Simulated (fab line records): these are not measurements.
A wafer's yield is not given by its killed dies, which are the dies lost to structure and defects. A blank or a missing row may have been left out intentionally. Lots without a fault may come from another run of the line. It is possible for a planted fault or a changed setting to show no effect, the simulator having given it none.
Which tool is to blame? + flow n5-finfet + 10 lots with 30 wafers sampled at 5 steps, on a route of 1938 steps

## WHAT EACH GAUGE READ, for each wafer
N5_HKMG_FIN_OVL_MEAS_13. Usual: NWFM_OVL 0.0 nm, standard deviation 0.67.
| lot  | measured     | on         | NWFM_OVL (nm)  | flag |
|------|--------------|------------|----------------|------|
| L698 | day 4 06:15  | overlay-02 | -1.0 -0.4 0.1  |      |
| L700 | day 4 15:14  | overlay-02 | 0.0 -0.3 -0.6  |      |
| L702 | day 5 02:22  | overlay-02 | 1.0 0.6 0.3    |      |
| L704 | day 5 16:31  | overlay-02 | -0.5 -0.6 -1.5 |      |
| L706 | day 6 08:26  | overlay-02 | 0.1 -0.2 -0.1  |      |
| L707 | day 6 11:18  | overlay-01 | 0.5 0.1 -0.1   |      |
| L715 | day 8 08:31  | overlay-02 | -0.3 -0.5 -0.2 |      |
| L717 | day 8 21:06  | overlay-01 | -0.1 -0.3 0.9  |      |
| L720 | day 9 15:22  | overlay-02 | -0.2 -0.6 0.0  |      |
| L721 | day 10 01:14 | overlay-02 | 0.6 -0.5 0.9   |      |

N5_BEOL_M4_RC_MEAS_101. Usual: DIBL_N 36.5 mV/V, standard deviation 2; DIBL_P 36.5 mV/V, standard deviation 2.3; IOFF_N 0.16 nA/um, standard deviation 0.036; IOFF_P 0.21 nA/um, standard deviation 0.037; ION_N 672 uA/um, standard deviation 12; ION_P 459 uA/um, standard deviation 7.1; SS_N 71.6 mV/dec, standard deviation 0.73; SS_P 73.4 mV/dec, standard deviation 0.76; VT_N 250 mV, standard deviation 3.3; VT_P -250.5 mV, standard deviation 2.9.
| lot  | measured     | on        | DIBL_N (mV/V)  | DIBL_P (mV/V)  | IOFF_N (nA/um) | IOFF_P (nA/um) | ION_N (uA/um) | ION_P (uA/um) | SS_N (mV/dec)  | SS_P (mV/dec)  | VT_N (mV)   | VT_P (mV)            | flag |
|------|--------------|-----------|----------------|----------------|----------------|----------------|---------------|---------------|----------------|----------------|-------------|----------------------|------|
| L698 | day 8 14:59  | prober-02 | 31.8 33.0 34.4 | 34.0 34.7 37.4 | 0.12 0.13 0.16 | 0.17 0.17 0.20 | 671 659 675   | 462 450 461   | 71.2 70.6 70.9 | 72.4 72.4 73.5 | 252 254 250 | -250.3 -253.8 -249.8 |      |
| L700 | day 8 18:32  | prober-01 | 36.6 36.1 38.4 | 33.7 33.6 36.9 | 0.13 0.13 0.17 | 0.17 0.18 0.22 | 661 668 687   | 458 455 471   | 71.9 70.7 72.0 | 72.1 72.0 73.1 | 251 251 245 | -253.6 -250.0 -247.1 |      |
| L702 | day 9 07:25  | prober-01 | 40.0 40.9 35.9 | 39.5 41.1 34.9 | 0.23 0.25 0.14 | 0.28 0.32 0.19 | 695 679 657   | 472 457 451   | 72.2 72.4 71.0 | 74.4 74.7 73.1 | 246 245 251 | -246.4 -248.5 -251.8 |      |
| L704 | day 9 09:58  | prober-02 | 37.3 36.1 35.4 | 35.9 35.1 33.9 | 0.20 0.18 0.17 | 0.24 0.24 0.21 | 665 679 689   | 450 467 470   | 71.8 71.3 71.3 | 73.2 73.1 73.8 | 244 249 246 | -250.3 -250.9 -248.8 |      |
| L706 | day 10 11:02 | prober-01 | 36.7 34.2 36.2 | 35.7 33.3 34.4 | 0.15 0.12 0.14 | 0.18 0.16 0.17 | 670 660 665   | 459 451 450   | 70.9 70.6 70.7 | 73.6 72.8 73.2 | 249 252 250 | -253.0 -255.4 -252.7 |      |
| L707 | day 10 13:35 | prober-02 | 37.6 36.0 33.6 | 38.5 36.5 33.9 | 0.18 0.15 0.11 | 0.23 0.19 0.16 | 675 680 664   | 461 461 451   | 72.6 71.7 70.6 | 74.5 73.3 72.6 | 248 249 255 | -248.7 -250.3 -253.8 |      |
| L715 | day 12 16:20 | prober-01 | 36.3 36.5 36.8 | 34.2 35.2 35.0 | 0.15 0.15 0.15 | 0.18 0.19 0.19 | 670 683 663   | 454 465 453   | 71.7 71.3 72.0 | 73.4 73.0 73.7 | 251 248 254 | -254.5 -249.9 -252.3 |      |
| L717 | day 13 08:45 | prober-02 | 36.0 32.4 38.2 | 36.4 33.5 40.1 | 0.16 0.12 0.22 | 0.20 0.16 0.26 | 654 668 693   | 452 463 474   | 72.2 70.2 72.2 | 73.7 72.5 73.2 | 251 250 244 | -253.1 -252.6 -248.4 |      |
| L720 | day 13 21:25 | prober-01 | 38.1 37.5 37.7 | 41.2 39.5 39.4 | 0.24 0.21 0.21 | 0.30 0.26 0.26 | 691 684 661   | 474 467 449   | 72.1 71.8 72.3 | 73.9 74.3 74.0 | 243 248 247 | -243.0 -246.6 -245.4 |      |
| L721 | day 14 20:04 | prober-01 | 38.1 39.1 38.8 | 40.2 40.6 41.3 | 0.19 0.22 0.21 | 0.21 0.23 0.23 | 671 682 675   | 457 457 456   | 71.6 72.8 72.4 | 75.2 74.2 74.7 | 249 246 248 | -250.8 -251.5 -248.9 |      |

## EACH LOT AND THE TOOL THAT RAN IT (in order: tool; ch and the chambers of the sampled wafers; start)
| lot  | N5_HKMG_FIN_STRIP_88                | N5_HKMG_FIN_ALD_71                 | N5_GATE_CUT_ETCHBACK_00          |
|------|-------------------------------------|------------------------------------|----------------------------------|
| L698 | plasma-asher-02 ch 0,1, day 4 07:53 | ald-metal-03 ch 0,2,3, day 4 08:22 | rie-metal-02 ch 0,1, day 4 10:44 |
| L700 | plasma-asher-02 ch 0,1, day 4 17:00 | ald-metal-03 ch 1,2,3, day 4 17:22 | rie-metal-01 ch 0,1, day 4 19:53 |
| L702 | plasma-asher-01 ch 0,1, day 5 04:03 | ald-metal-04 ch 0,1,2, day 5 04:33 | rie-metal-03 ch 0,1, day 5 07:04 |
| L704 | plasma-asher-01 ch 0,1, day 5 18:20 | ald-metal-03 ch 2,3, day 5 18:41   | rie-metal-01 ch 0,1, day 5 21:05 |
| L706 | plasma-asher-02 ch 0,1, day 6 10:31 | ald-metal-04 ch 0,1, day 6 11:01   | rie-metal-01 ch 0,1, day 6 13:26 |
| L707 | plasma-asher-02 ch 1, day 6 13:07   | ald-metal-04 ch 0,1,2, day 6 13:36 | rie-metal-03 ch 0,1, day 6 15:58 |
| L715 | plasma-asher-01 ch 0,1, day 8 10:28 | ald-metal-03 ch 0,2,3, day 8 10:57 | rie-metal-02 ch 0,1, day 8 13:53 |
| L717 | plasma-asher-02 ch 0,1, day 8 22:46 | ald-metal-03 ch 1,2,3, day 8 23:14 | rie-metal-02 ch 0,1, day 9 01:37 |
| L720 | plasma-asher-02 ch 0,1, day 9 16:59 | ald-metal-04 ch 0,1,2, day 9 17:29 | rie-metal-01 ch 0, day 9 19:54   |
| L721 | plasma-asher-02 ch 0, day 10 03:07  | ald-metal-03 ch 0,1, day 10 03:36  | rie-metal-03 ch 1, day 10 05:58  |
- N5_HKMG_FIN_STRIP_88: strips in N2/H2, time 360 s.
- N5_HKMG_FIN_ALD_71: deposits TiN, target thk 1 nm, pulse time 1 s, purge time 3 s.
- N5_GATE_CUT_ETCHBACK_00: etches W in SF6/Cl2.

## WHAT THE TOOLS THEMSELVES READ (means of the sampled wafers that have a number; where no wafer has one, the mark that the record gives instead)
N5_HKMG_FIN_STRIP_88. Usual: drypump-motor-current-A 5.6 A, standard deviation 0.44; heater-power-w 435 W, standard deviation 36.
| lot  | tool            | drypump-motor-current-A (A) | heater-power-w (W) | flag |
|------|-----------------|-----------------------------|--------------------|------|
| L698 | plasma-asher-02 | 5.3                         | 426                |      |
| L700 | plasma-asher-02 | 5.3                         | 428                |      |
| L702 | plasma-asher-01 | 5.9                         | 460                |      |
| L704 | plasma-asher-01 | 5.8                         | 455                |      |
| L706 | plasma-asher-02 | 5.3                         | 432                |      |
| L707 | plasma-asher-02 | 5.1                         | 377                |      |
| L715 | plasma-asher-01 | 6.1                         | 456                |      |
| L717 | plasma-asher-02 | 5.3                         | 432                |      |
| L720 | plasma-asher-02 | 5.2                         | 400                |      |
| L721 | plasma-asher-02 | 5.4                         | 461                |      |

N5_HKMG_FIN_ALD_71. Usual: heater-power-w 868 W, standard deviation 100; precursor-pulse-height-rel 1.000, standard deviation 0.019; susceptor-temp-C 400.01 C, standard deviation 0.23.
| lot  | tool         | heater-power-w (W) | precursor-pulse-height-rel | susceptor-temp-C (C) | flag |
|------|--------------|--------------------|----------------------------|----------------------|------|
| L698 | ald-metal-03 | 937                | 1.011                      | 399.91               |      |
| L700 | ald-metal-03 | 834                | 0.988                      | 400.13               |      |
| L702 | ald-metal-04 | 861                | 0.995                      | 399.88               |      |
| L704 | ald-metal-03 | 891                | 1.007                      | 399.70               |      |
| L706 | ald-metal-04 | 848                | 1.010                      | 399.61               |      |
| L707 | ald-metal-04 | 880                | 0.990                      | 400.04               |      |
| L715 | ald-metal-03 | 938                | 0.996                      | 400.10               |      |
| L717 | ald-metal-03 | 826                | 1.001                      | 400.08               |      |
| L720 | ald-metal-04 | 852                | 0.998                      | 399.92               |      |
| L721 | ald-metal-03 | 943                | 0.990                      | 400.09               |      |

N5_GATE_CUT_ETCHBACK_00. Usual: drypump-motor-current-A 6.1 A, standard deviation 0.34; he-backside-leak-sccm 3.41 sccm, standard deviation 0.25; oes-product-au 0.74 a.u., standard deviation 0.092; throttle-valve-pct 27.52 %, standard deviation 0.28.
| lot  | tool         | drypump-motor-current-A (A) | he-backside-leak-sccm (sccm) | oes-product-au (a.u.) | throttle-valve-pct (%) | flag |
|------|--------------|-----------------------------|------------------------------|-----------------------|------------------------|------|
| L698 | rie-metal-02 | 5.9                         | 3.42                         | 0.81                  | 27.62                  |      |
| L700 | rie-metal-01 | 6.3                         | 3.50                         | 0.75                  | 27.47                  |      |
| L702 | rie-metal-03 | 6.0                         | 3.36                         | 0.73                  | 27.56                  |      |
| L704 | rie-metal-01 | 6.3                         | 4.13                         | 0.74                  | 27.48                  |      |
| L706 | rie-metal-01 | 6.3                         | 3.22                         | 0.80                  | 27.33                  |      |
| L707 | rie-metal-03 | 5.7                         | 3.45                         | 0.68                  | 27.34                  |      |
| L715 | rie-metal-02 | 5.9                         | 3.37                         | 0.94                  | 27.62                  |      |
| L717 | rie-metal-02 | 5.9                         | 3.37                         | 0.86                  | 27.64                  |      |
| L720 | rie-metal-01 | 6.3                         | 3.39                         | 0.66                  | 27.65                  |      |
| L721 | rie-metal-03 | 6.4                         | 3.40                         | 0.73                  | 27.82                  |      |

## THE ANSWER, worked out from the rows above alone
Rule: take the mean of a lot's wafers that have a number; if it is more than 3 standard deviations from the usual mean, the lot is off. Also off: a lot with no number at a reading for which 4 or more lots have one. The other lots that the step has rows for count as sound. After the gauges, taken in route order, come the tools' own readings; for these a lot's mean is taken, as printed above. The first step at which some lot is off is used, and at that step the reading that is off furthest; a lot without a number counts as furthest.
No lot is off at any reading shown: from this, nothing can be told.

## WHAT THE SIMULATOR HAD PUT IN
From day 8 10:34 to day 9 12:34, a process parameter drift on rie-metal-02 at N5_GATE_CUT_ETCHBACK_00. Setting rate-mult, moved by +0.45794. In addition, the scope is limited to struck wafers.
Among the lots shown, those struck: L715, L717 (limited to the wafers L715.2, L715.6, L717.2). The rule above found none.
